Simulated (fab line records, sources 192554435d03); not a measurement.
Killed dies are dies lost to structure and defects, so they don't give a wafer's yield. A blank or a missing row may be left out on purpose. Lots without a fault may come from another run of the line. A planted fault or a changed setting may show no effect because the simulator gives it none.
Which tool did it? | flow n5_finfet | 12 lots, 36 wafers sampled, at 2 steps of a route of 1938

WHAT THE GAUGES READ, wafer by wafer
N5_BEOL_M12_CD_MEAS_17: target cd 140 nm.
lot  | measured     | on        | cd_nm (nm)
L075 | day 10 14:33 | cd_sem-01 | 144.4 145.0 141.7
L078 | day 11 01:14 | cd_sem-03 | 139.3 140.4 142.8
L080 | day 11 10:32 | cd_sem-01 | 140.6 142.8 136.5
L082 | day 12 12:14 | cd_sem-02 | 144.4 140.3 139.5
L083 | day 12 18:32 | cd_sem-03 | 141.1 144.5 141.8
L086 | day 13 03:38 | cd_sem-03 | 140.6 137.5 140.1
L087 | day 13 18:08 | cd_sem-01 | 143.1 143.7 140.2
L088 | day 14 06:20 | cd_sem-01 | 143.0 143.6 144.0
L090 | day 14 16:41 | cd_sem-01 | 142.1 138.3 138.8
L093 | day 15 09:46 | cd_sem-02 | 141.2 138.2 141.5
L095 | day 16 03:34 | cd_sem-03 | 145.3 147.5 143.4
L096 | day 16 10:03 | cd_sem-02 | 141.7 139.3 140.0

WHICH TOOL RAN EACH LOT (tool, then ch and the chambers of the sampled wafers, then the start)
lot  | N5_BEOL_M12_STRIP_64
L075 | plasma_asher-01 ch 0,1, day 10 14:23
L078 | plasma_asher-01 ch 0,1, day 11 01:05
L080 | plasma_asher-01 ch 0,1, day 11 10:23
L082 | plasma_asher-02 ch 0,1, day 12 12:05
L083 | plasma_asher-01 ch 0,1, day 12 18:25
L086 | plasma_asher-02 ch 0,1, day 13 03:28
L087 | plasma_asher-02 ch 0,1, day 13 17:59
L088 | plasma_asher-01 ch 0,1, day 14 06:11
L090 | plasma_asher-01 ch 0,1, day 14 16:32
L093 | plasma_asher-02 ch 0,1, day 15 09:38
L095 | plasma_asher-02 ch 0,1, day 16 03:26
L096 | plasma_asher-01 ch 0,1, day 16 09:55
- N5_BEOL_M12_STRIP_64: strips in N2/H2.

THE ANSWER, worked out from the rows above alone
Rule: what is usual is taken from the lots themselves. Put in order of their means at a reading, lots are off if they are a third of the lots or fewer, leave a main group of 4 or more, and stand apart from it by a gap of 3 or more times the standard deviation of the main group's means; of several such gaps the widest counts. A main group whose means are all the same, to the digits that the tables above print for the reading, isn't used. A lot without any number at a reading at which 4 lots or more have one is off too. The other lots that the step has rows for count as sound.
No lot is off at any reading shown: from this, nothing can be told.

WHAT THE SIMULATOR HAD PUT IN
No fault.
